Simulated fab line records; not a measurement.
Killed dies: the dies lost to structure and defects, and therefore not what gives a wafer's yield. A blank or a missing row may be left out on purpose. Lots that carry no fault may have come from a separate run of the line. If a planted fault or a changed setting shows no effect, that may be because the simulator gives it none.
Struck lot and sound lot, side by side || flow n5 finfet || 15 steps out of a route of 1938
Sound: these wafers, L410.2, L410.4, L410.6. Struck: wafers L418.3, L418.5 (left out: L418.1, a lot-mate that was not struck); the cause follows at the end.
For every step that has rows: the tool of each side, followed by ch and its chambers, followed by its first start. Under that, the readings that differ: sound wafers || struck wafers || difference of the means || sigmas: that difference in standard deviations of wafers without a fault.
alike: readings with means less than 2 such deviations apart, plus words and numbers identical on both sides. not compared: withheld readings, readings lacking a value on some wafer, bounds such as >300 that could conceal the same value, and numbers that have no deviation in the record and whose values overlap.
The two part at a step that has a row with sigmas, a row that says differs or no value, or rows on one side only. Numbers that have no deviation but don't overlap get no sigmas and don't part them. Lack of a reading on every wafer of one side parts them only where that side has two or more wafers.

N5_DUMMY_GATE_ETCH_32: etches SiO2 in CF4, target depth 3.5 nm, time 3.9 s.
  sound on rie si-05 ch 0,3, day 4 04:52; struck on rie si-06 ch 0,1, day 6 07:49
  alike: drypump motor current A, oes product au, throttle valve pct
  not compared: rf hours counter h
then, 1 step without rows for these wafers: N5_DUMMY_GATE_ETCH_23 (etches poly-Si in HBr/Cl2/O2, target depth 41 nm, time 22.3 s).
N5_DUMMY_GATE_ETCH_44: etches poly-Si in HBr/O2, stops on SiO2, target depth 127.5 nm.
  sound on rie si-05 ch 0,3, day 4 04:57; struck on rie si-06 ch 0,1, day 6 07:55
{"reading": "oes product au (a.u.)", "sound": "0.717 0.727 0.722", "struck": "0.746 0.752", "difference": "+0.027", "sigmas": "+2"}
  alike: HBr_flow_sccm, drypump motor current A, throttle valve pct
  not compared: rf hours counter h
N5_DUMMY_GATE_CD_MEAS_24 targets a cd of 15 nm.
  struck on cd sem-02, day 6 08:01; sound on cd sem-01, day 4 05:04
{"reading": "cd nm (nm)", "sound": "14.6 14.7 14.5", "struck": "15.9 15.6", "difference": "+1.2", "sigmas": "+3"}
N5_DUMMY_GATE_ETCH_42: etches SiO2 in CHF3/O2, target depth 3.5 nm, time 31 s.
  sound on rie diel-02 ch 1,2,3, day 4 05:15; struck on rie diel-06 ch 3, day 6 08:04
  alike: drypump motor current A, oes_f_703_au, oes product au, rf vpp V, showerhead plenum p Torr, throttle valve pct
  not compared: rf hours counter h
N5_DUMMY_GATE_STRIP_48: strips in N2/H2, time 20 s.
  sound on rie diel-02 ch 1,2,3, day 4 05:17; struck on rie diel-06 ch 3, day 6 08:07
  alike: drypump motor current A, n2 flow sccm, oes product au, rf vpp V, showerhead plenum p Torr, throttle valve pct
  not compared: rf hours counter h
then, 5 steps without rows for these wafers: N5_DUMMY_GATE_PRECLEAN_33 (cleans in dHF, time 10 s); N5_DUMMY_GATE_PRECLEAN_25 (cleans in O3/DIW, time 45 s); N5_DUMMY_GATE_PRECLEAN_51 (cleans in SC2, time 45 s); N5_DUMMY_GATE_SRD_26 (time 30 s); N5_DUMMY_GATE_UV_OZONE_45 (time 120 s).
N5_DUMMY_GATE_INSPECT_27: inspects for defects (brightfield).
  struck on defect inspect-01, day 6 08:18; sound on defect inspect-02, day 4 05:29
  alike: raw defect count
N5_SPACER0_ALD_07: deposits SiNx, target thk 2 nm.
  sound on ald sin-03 ch 1,2,3, day 4 06:25; struck on ald sin-03 ch 0,3, day 6 08:40
{"reading": "model.SiNx_of_SPACER0_ALD_07.thk nm (nm)", "sound": "2 2 2", "struck": "1.6 1.6", "difference": -0.4, "sigmas": ""}
  alike: heater power outer w, heater power w
  not compared: since wet clean h
N5_SPACER0_ALD_00: deposits SiOCN, target thk 3.5 nm, pulse time 3 s, purge time 2 s.
  sound on ald sin-03 ch 1,2,3, day 4 06:34; struck on ald sin-03 ch 0,3, day 6 08:49
  alike: heater power outer w, heater power w, precursor pulse height rel
  not compared: since wet clean h
-- the record jumps here: 5 days lie between the struck wafers' starts before and after (it left off in module SPACER0 and takes up again in module BEOL_M4, whose first step shown is number 1111 of the route) --
N5_BEOL_M4_RC_MEAS_101:
  sound on prober-01 ch 0, day 8 20:48; struck on prober-02 ch 0, day 11 07:49
  alike: DIBL_N, DIBL_P, IOFF_N, IOFF_P, ION_N, ION_P, SS_N, SS_P, VT_N, VT_P

## WHERE THEY PART
At N5_DUMMY_GATE_ETCH_44 first; at N5_DUMMY_GATE_CD_MEAS_24 last (within this record only). Later steps at which nothing parts them and some readings are alike: N5_DUMMY_GATE_ETCH_42, N5_DUMMY_GATE_STRIP_48, N5_DUMMY_GATE_INSPECT_27, N5_SPACER0_ALD_07, N5_SPACER0_ALD_00, N5_BEOL_M4_RC_MEAS_101.

WHY: what the simulator had put in
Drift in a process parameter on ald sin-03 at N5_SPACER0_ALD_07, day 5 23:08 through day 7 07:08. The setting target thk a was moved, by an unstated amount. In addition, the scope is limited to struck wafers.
